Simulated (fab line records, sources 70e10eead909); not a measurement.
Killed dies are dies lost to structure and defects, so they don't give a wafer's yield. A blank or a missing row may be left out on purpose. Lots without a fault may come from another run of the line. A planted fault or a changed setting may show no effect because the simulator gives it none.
One fault seen from 2 desks | flow nand_harc | each desk has only its own numbers; what lay behind them comes last

THE TOOL OWNER'S DESK: ald_metal-02
The tool's own readings at NHARC_A_CONTACT_ALD_18 (deposits TiN, target thk 3 nm, pulse time 1 s, ald cycles 150): means of the sampled wafers that have a number, for each lot that ran on this tool. A lot is out of limits, marked OUT, if its mean lies more than 4 standard deviations from the usual mean; the brackets give that distance.
Columns: A = heater_power_w at NHARC_A_CONTACT_ALD_18, usual 1096 W; B = precursor_pulse_height_rel at NHARC_A_CONTACT_ALD_18, usual 1.000
lot  | first seen here | A    | B
L139 | day 17 23:44    | 1141 | 1.006
L146 | day 20 07:53    | 1124 | 0.997
L156 | day 22 19:20    | 1182 | 0.993
This desk's finding: nothing out of limits on any of the 3 lots.

THE METROLOGY DESK
What the gauges read, lot by lot, whatever tool the lot ran on: means of the sampled wafers that have a number. A lot is out of limits, marked OUT, if its mean lies more than 4 standard deviations from the usual mean; the brackets give that distance.
Columns: A = cd_nm at NHARC_A_CONTACT_CD_MEAS_08, usual 100.2 nm
lot  | first seen here | A
L137 | day 17 06:49    | 99.2
L138 | day 17 14:28    | 99.8
L139 | day 17 19:51    | 101.1
L140 | day 17 23:35    | 100.6
L146 | day 20 04:16    | 100.0
L154 | day 21 07:53    | 99.8
L153 | day 22 02:00    | 101.3
L155 | day 22 04:16    | 101.3
L159 | day 22 13:29    | 100.5
L156 | day 22 15:39    | 100.7
L158 | day 23 03:40    | 100.0
L160 | day 23 03:55    | 99.9
This desk's finding: nothing out of limits on any of the 12 lots.

PUT TOGETHER
The tool owner's desk saw nothing out of limits.
The metrology desk saw nothing out of limits.

WHAT THE SIMULATOR HAD PUT IN
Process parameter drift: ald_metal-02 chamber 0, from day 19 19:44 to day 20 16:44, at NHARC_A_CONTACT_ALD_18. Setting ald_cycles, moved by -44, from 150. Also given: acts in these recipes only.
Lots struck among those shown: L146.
